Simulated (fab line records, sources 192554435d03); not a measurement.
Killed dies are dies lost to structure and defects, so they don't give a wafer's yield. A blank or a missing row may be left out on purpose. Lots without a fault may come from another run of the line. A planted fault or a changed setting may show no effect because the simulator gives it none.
fab line records | flow n5_finfet
record lots=7 wafers=20 last_day=22
route steps=1938 shown BEOL_M11@1578
lots that met no fault: from a run of the same line without faults
start_h: hours from the record's first day to the start of the lot's first wafer shown | wait_h: hours since the lot's step before | " the same as in the row above | L1.1+2: a row that stands for several wafers | - no value, or no start given | * or withheld: withheld | < > ~ a bound
route shown NAME@n: a module of which the file shows steps, and the number in the route of the first | usual: mean/standard deviation of fault-free wafers | same: alike in all rows | chamber/n: place in a boat | sites: the reading at each site | _std_site: their standard deviation | _edge_site: outer sites' mean less inner sites' | radius_mm: how far each site lies from the wafer's centre | mask NAME#n: copy n | behind: the tool/chamber that last shaped the wafer | hold: why the lot was held/for how many hours/how that ended | device: the transistor (n, p or np) that didn't switch | end of line: the same wafers' tests at the end of the route | a step without rows: its recipe alone | killed: dies lost to structure and defects at the first sort, not the wafer's yield | map: a wafer's dies, x killed, . not, _ none there
set.NAME: the setting as run; set.NAME@STEP: as run at that earlier step | model.NAME: the simulator's own value behind a step, which no gauge read
lots at some steps of the route; a table a step, a row a wafer
services: from which hour (start_h, from the record's first day; less than 0 if before it) a tool's chamber was out of use, for how many hours, and why
## steps
# step N5_BEOL_M11_TRENCH_ETCH_37
# recipe chemistry=C4F6/O2 target_depth_a=1488.3 target=SiCOH_lowk time_s=48 ion_energy_ev=250 pressure_mtorr=30 source_w=345 bias_w=185 Ar_flow_sccm=300 C4F6_flow_sccm=10 O2_flow_sccm=10
# step N5_BEOL_M11_ETCH_41
# recipe chemistry=CH3F/O2 target=SiCN target_depth_a=426 taper_deg=2 time_s=86 ion_energy_ev=120 mask_material=TiN pressure_mtorr=30 source_w=395 bias_w=75 Ar_flow_sccm=150 CH3F_flow_sccm=30 O2_flow_sccm=20
# usual drypump_motor_current_A=5.9/0.36 oes_product_au=0.80/0.061 rf_vpp_V=297.3/1.5 showerhead_plenum_p_Torr=2.00/0.063 throttle_valve_pct=16.30/0.2
# columns lot.wafer tool chamber start_h wait_h drypump_motor_current_A oes_product_au rf_hours_counter_h rf_vpp_V showerhead_plenum_p_Torr throttle_valve_pct
L106.2 rie_diel-06 0 - - 6.5 0.75 178 298.1 2.08 16.35
L106.5 " 1 " " 6.3 0.90 - 296.0 1.96 16.35
L106.6 " 0 " " 6.5 0.75 - 298.1 2.08 16.33
L107.1 rie_diel-03 0 - - 6.0 0.81 80 297.3 1.95 16.47
L107.2 " 2 " " 5.9 0.79 93 298.3 2.02 16.32
L107.6 " 3 " " 6.1 0.76 - 295.0 1.92 16.20
L112.3 rie_diel-06 1 - - 6.2 0.86 56 296.1 1.95 16.37
L112.4 " 3 " " 5.8 0.92 15 299.5 2.13 15.82
L112.5 " 0 " " 6.5 0.72 - 297.1 2.07 16.37
L117.2 rie_diel-01 2 - - 5.7 0.76 127 297.9 2.01 16.60
L117.4 " 3 " " 6.1 0.83 87 297.2 2.02 16.19
L114.1 rie_diel-06 0 - - 6.5 0.72 199 298.6 2.07 16.38
L114.3 " 1 " " 6.3 0.85 60 296.1 1.95 16.39
L114.5 " 2 " " 5.5 0.75 - 295.9 2.00 16.34
L115.1 rie_diel-03 2 - - 5.9 0.77 116 298.1 2.01 16.36
L115.3 " 1 " " 5.1 0.92 24 296.1 2.04 15.83
L115.4 " 0 " " 6.0 0.80 106 298.0 1.94 16.54
L109.2 rie_diel-03 3 - - 6.1 0.74 175 295.2 1.91 16.27
L109.4 " 1 " " 5.2 0.89 36 298.3 2.04 15.85
L109.5 " 1 " " 5.2 0.89 - 297.5 2.04 15.84
# step N5_BEOL_M11_STRIP_77
# recipe chemistry=N2/H2 time_s=10 power_w=450 temp_c=40 pressure_mtorr=20 rf_frequency_hz=6e+07 bias_power_w=7 n2_flow_sccm=200 h2_flow_sccm=200
# usual drypump_motor_current_A=5.9/0.36 oes_product_au=0.80/0.062 rf_vpp_V=59.3/0.74 showerhead_plenum_p_Torr=2.54/0.082 temp_c=39.99/0.12 throttle_valve_pct=23.62/0.24
# columns lot.wafer tool chamber start_h wait_h drypump_motor_current_A oes_product_au rf_hours_counter_h rf_vpp_V showerhead_plenum_p_Torr temp_c throttle_valve_pct
L106.2 rie_diel-06 0 - - 6.5 0.74 178 59.2 2.63 40.03 23.76
L106.5 " 1 " " 6.3 0.89 - 59.1 2.48 39.67 23.69
L106.6 " 0 " " 6.5 0.74 - 59.2 2.63 40.11 23.77
L107.1 rie_diel-03 0 - - 6.0 0.82 80 58.3 2.47 39.86 23.76
L107.2 " 2 " " 5.9 0.77 93 59.0 2.57 39.81 23.73
L107.6 " 3 " " 6.2 0.78 - 59.7 2.44 39.89 23.31
L112.3 rie_diel-06 1 - - 6.3 0.87 56 58.3 2.48 40.05 23.71
L112.4 " 3 " " 5.8 0.92 15 59.8 2.71 39.89 23.17
L112.5 " 0 " " 6.5 0.73 - 60.2 2.62 39.90 23.78
L117.2 rie_diel-01 2 - - 5.7 0.77 127 59.2 2.55 39.99 23.99
L117.4 " 3 " " 6.1 0.83 87 59.0 2.57 39.90 23.58
L114.1 rie_diel-06 0 - - 6.5 0.72 199 60.1 2.62 40.15 23.78
L114.3 " 1 " " 6.3 0.87 60 59.9 2.47 40.10 23.71
L114.5 " 2 " " 5.5 0.75 - 57.8 2.54 40.08 23.48
L115.1 rie_diel-03 2 - - 5.9 0.76 116 59.8 2.56 39.85 23.78
L115.3 " 1 " " 5.2 0.91 24 59.4 2.59 39.96 23.21
L115.4 " 0 " " 6.0 0.80 106 58.8 2.46 39.98 23.80
L109.2 rie_diel-03 3 - - 6.2 0.75 176 59.9 2.42 40.07 23.35
L109.4 " 1 " " 5.2 0.90 36 59.3 2.59 39.85 23.23
L109.5 " 1 " " 5.2 0.90 - 60.0 2.59 39.93 23.22
# step N5_BEOL_M11_OCD_MEAS_38
# usual trench_depth_nm=148.4/1.7
# columns lot.wafer tool chamber start_h wait_h trench_depth_nm
L106.2 ocd-02 - 307.55 - 146.1
L106.5 " - " " 149.3
L106.6 " - " " 145.8
L107.1 ocd-01 - 318.28 - 148.3
L107.2 " - " " 150.2
L107.6 " - " " 147.6
L112.3 ocd-02 - 387.23 - 148.1
L112.4 " - " " 150.0
L112.5 " - " " 145.2
L117.2 ocd-02 - 408.55 - 148.5
L117.4 " - " " 152.1
L114.1 ocd-01 - 408.74 - 147.2
L114.3 " - " " 148.7
L114.5 " - " " 148.0
L115.1 ocd-02 - 421.16 - 147.4
L115.3 " - " " 148.0
L115.4 " - " " 147.8
L109.2 ocd-01 - 469.62 - 145.3
L109.4 " - " " 148.4
L109.5 " - " " 146.9
# step N5_BEOL_M11_HM_STRIP_39
# recipe chemistry=peroxide_tin_strip material=TiN target_depth_a=250 temp_c=50 time_s=158
# step N5_BEOL_M11_SRD_40
# recipe time_s=30 temp_c=23 rinse_liquid=diw dry=ipa_marangoni
# step N5_BEOL_M11_PRECLEAN_42
# recipe chemistry=residue_remover time_s=60 temp_c=40
# step N5_BEOL_M11_SRD_43
# recipe time_s=30 temp_c=23 rinse_liquid=diw dry=ipa_marangoni
# step N5_BEOL_M11_CD_MEAS_35
# recipe target_cd_nm=70 polarity=opening
# usual cd_nm=69.9/0.48
# columns lot.wafer tool chamber start_h wait_h cd_nm
L106.2 cd_sem-01 - 307.70 0.0 69.1
L106.5 " - " " 70.0
L106.6 " - " " 69.3
L107.1 cd_sem-01 - 318.44 0.0 70.3
L107.2 " - " " 69.9
L107.6 " - " " 70.2
L112.3 cd_sem-03 - 387.38 0.0 68.9
L112.4 " - " " 69.9
L112.5 " - " " 70.3
L117.2 cd_sem-02 - 408.71 0.0 70.4
L117.4 " - " " 70.4
L114.1 cd_sem-03 - 408.90 0.0 70.6
L114.3 " - " " 70.1
L114.5 " - " " 71.3
L115.1 cd_sem-01 - 421.31 0.0 70.6
L115.3 " - " " 69.7
L115.4 " - " " 70.2
L109.2 cd_sem-01 - 469.78 0.0 70.6
L109.4 " - " " 69.9
L109.5 " - " " 70.6
# step N5_BEOL_M11_CURE_72
# recipe temp_c=370 time_s=120 ambient=DMADMS/He material=SiCOH_lowk
# usual lamp_power_pct=52.30/0.057 wafer_temp_C_max=371.5/0.5
# columns lot.wafer tool chamber start_h wait_h lamp_power_pct wafer_temp_C_max
L106.2 uv_cure-03 0 307.84 0.1 52.32 371.9
L106.5 " 0 " " 52.27 371.1
L106.6 " 0 " " 52.24 371.5
L107.1 uv_cure-01 1 318.48 0.0 52.19 371.1
L107.2 " 1 " " 52.34 371.6
L107.6 " 1 " " 52.32 371.8
L112.3 uv_cure-01 1 387.62 0.2 52.45 371.1
L112.4 " 1 " " 52.37 370.8
L112.5 " 1 " " 52.38 371.4
L117.2 uv_cure-03 2 408.80 0.1 52.23 371.3
L117.4 " 2 " " 52.27 371.3
L114.1 uv_cure-03 0 409.05 0.2 52.42 371.9
L114.3 " 0 " " 52.30 371.7
L114.5 " 0 " " 52.30 372.2
L115.1 uv_cure-02 1 421.35 0.0 52.27 371.5
L115.3 " 1 " " 52.30 372.0
L115.4 " 1 " " 52.36 372.6
L109.2 uv_cure-01 1 469.92 0.1 52.27 371.1
L109.4 " 1 " " 52.28 371.0
L109.5 " 1 " " 52.36 370.9
# step N5_BEOL_M11_DEGAS_44
# recipe ambient=vacuum temp_c=250 time_s=60
# step N5_BEOL_M11_PRE_CLEAN_45
# recipe gas=H2/He time_s=30 temp_c=250
# usual heater_power_w=324/30
# columns lot.wafer tool chamber start_h wait_h heater_power_w
L106.2 pvd_sputter-01 - 308.41 0.0 290
L106.5 " - " " 330
L106.6 " - " " 289
L107.1 pvd_sputter-02 - 318.90 0.0 306
L107.2 " - " " 341
L107.6 " - " " 287
L112.3 pvd_sputter-02 - 388.23 0.0 308
L112.4 " - " " 347
L112.5 " - " " 320
L117.2 pvd_sputter-01 - 409.36 0.0 340
L117.4 " - " " 288
L114.1 pvd_sputter-02 - 409.54 0.0 314
L114.3 " - " " 352
L114.5 " - " " 351
L115.1 pvd_sputter-02 - 421.77 0.0 370
L115.3 " - " " 296
L115.4 " - " " 355
L109.2 pvd_sputter-03 - 470.62 0.0 312
L109.4 " - " " 351
L109.5 " - " " 359
# step N5_BEOL_M11_ALD_74
# recipe material=TaN target_thk_a=20 temp_c=275 ald_precursor_family=PDMAT ald_co_reactant=NH3 pressure_torr=3 carrier_flow_sccm=1500 pulse_time_s=2 purge_time_s=3 co_reactant_purge_time_s=2 co_reactant_pulse_time_s=3 ald_cycles=40 precursor_vessel_temp_c=75 precursor_vessel_pressure_torr=26.25 precursor_vessel_carrier_sccm=1000
# usual ald_cycles=40/0 heater_power_w=401/49 precursor_vessel_pressure_torr=26.25/0.05
# columns lot.wafer tool chamber start_h wait_h ald_cycles heater_power_w precursor_vessel_pressure_torr model.TaN_of_BEOL_M11_ALD_74.thk_nm
L106.2 ald_metal-02 2 308.47 0.0 40 471 26.23 2
L106.5 " 3 " " 40 471 26.23 2
L106.6 " 0 " " 40 356 26.16 2
L107.1 ald_metal-03 0 318.97 0.0 40 373 26.15 2
L107.2 " 1 " " 40 337 26.31 2
L107.6 " 1 " " 40 334 26.21 2
L112.3 ald_metal-03 3 388.52 0.3 40 442 26.25 2
L112.4 " 0 " " 33 379 26.18 1.6
L112.5 " 0 " " 40 377 26.20 2
L117.2 ald_metal-03 2 409.44 0.1 40 432 26.23 2
L117.4 " 3 " " 33 438 26.30 1.6
L114.1 ald_metal-03 1 409.70 0.1 33 333 26.26 1.6
L114.3 " 2 " " 40 430 26.31 2
L114.5 " 3 " " 40 426 26.30 2
L115.1 ald_metal-01 1 421.83 0.0 40 385 26.29 2
L115.3 " 0 " " 40 337 26.33 2
L115.4 " 2 " " 40 403 26.25 2
L109.2 ald_metal-03 2 470.70 0.1 40 421 26.11 2
L109.4 " 3 " " 40 430 26.31 2
L109.5 " 2 " " 40 425 26.20 2
# step N5_BEOL_M11_SURFACE_TREAT_76
# recipe gas=Ar time_s=* ion_energy_ev=* ion_current_ma_cm2=0.5 pressure_mtorr=* ar_flow_sccm=30
# usual throttle_valve_pct=*
# columns lot.wafer tool chamber start_h wait_h throttle_valve_pct
L106.2 pvd_sputter-02 - 310.03 1.4 *
L106.5 " - " " *
L106.6 " - " " *
L107.1 pvd_sputter-02 - 319.25 0.2 *
L107.2 " - " " *
L107.6 " - " " *
L112.3 pvd_sputter-01 - 389.56 0.9 *
L112.4 " - " " *
L112.5 " - " " *
L117.2 pvd_sputter-01 - 409.82 0.2 *
L117.4 " - " " *
L114.1 pvd_sputter-01 - 410.02 0.2 *
L114.3 " - " " *
L114.5 " - " " *
L115.1 pvd_sputter-02 - 422.27 0.3 *
L115.3 " - " " *
L115.4 " - " " *
L109.2 pvd_sputter-02 - 471.02 0.2 *
L109.4 " - " " *
L109.5 " - " " *
## services
# columns tool chamber start_h hours kind
rie_diel-03 1 291.71 - clean
rie_diel-03 1 291.71 - consumable_replace:focus_ring
rie_diel-03 1 291.71 26.1 scheduled_down
rie_diel-03 1 291.71 26.1 vent_cycle
uv_cure-02 - 296.76 4.3 pm
uv_cure-02 - 314.21 22.2 pm
uv_cure-03 - 316.55 1.0 pm
ald_metal-03 3 317.39 12.6 repair
rie_diel-01 0 323.77 1.3 repair
uv_cure-02 - 336.41 4.5 pm
ald_metal-01 - 337.25 14.0 pm
ald_metal-03 0 357.69 4.9 repair
ald_metal-03 3 368.52 5.5 repair
pvd_sputter-03 - 368.86 6.0 repair
ald_metal-01 2 395.36 5.5 repair
uv_cure-03 - 410.41 0.9 repair
uv_cure-03 - 422.91 14.6 pm
rie_diel-01 - 424.75 0.6 repair
ald_metal-03 2 434.81 25.9 repair
pvd_sputter-01 - 437.04 27.5 repair
uv_cure-01 - 438.49 7.5 pm
uv_cure-03 - 441.72 2.6 repair
uv_cure-02 - 454.95 1.8 repair
ald_metal-03 1 461.20 12.3 repair
## key
first_sign step=N5_BEOL_M11_ALD_74 reading=ald_cycles direction=down sigmas=99+ usual=* struck=*
effect none on later readings
model_effect step=N5_BEOL_M11_ALD_74 value=TaN_of_BEOL_M11_ALD_74.thk_nm without=2 struck=1.6
met_at N5_BEOL_M11_ALD_74
struck_wafers L112.4,L114.1,L117.4
onset_between 318.97 388.52
fault kind=process_parameter_drift tool=ald_metal-03 chamber=- onset_h=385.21 steps=N5_BEOL_M11_ALD_74 channel=ald_cycles offset=* shape=step end_h=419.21 scope=struck_wafers_only acts_in=* stated=*
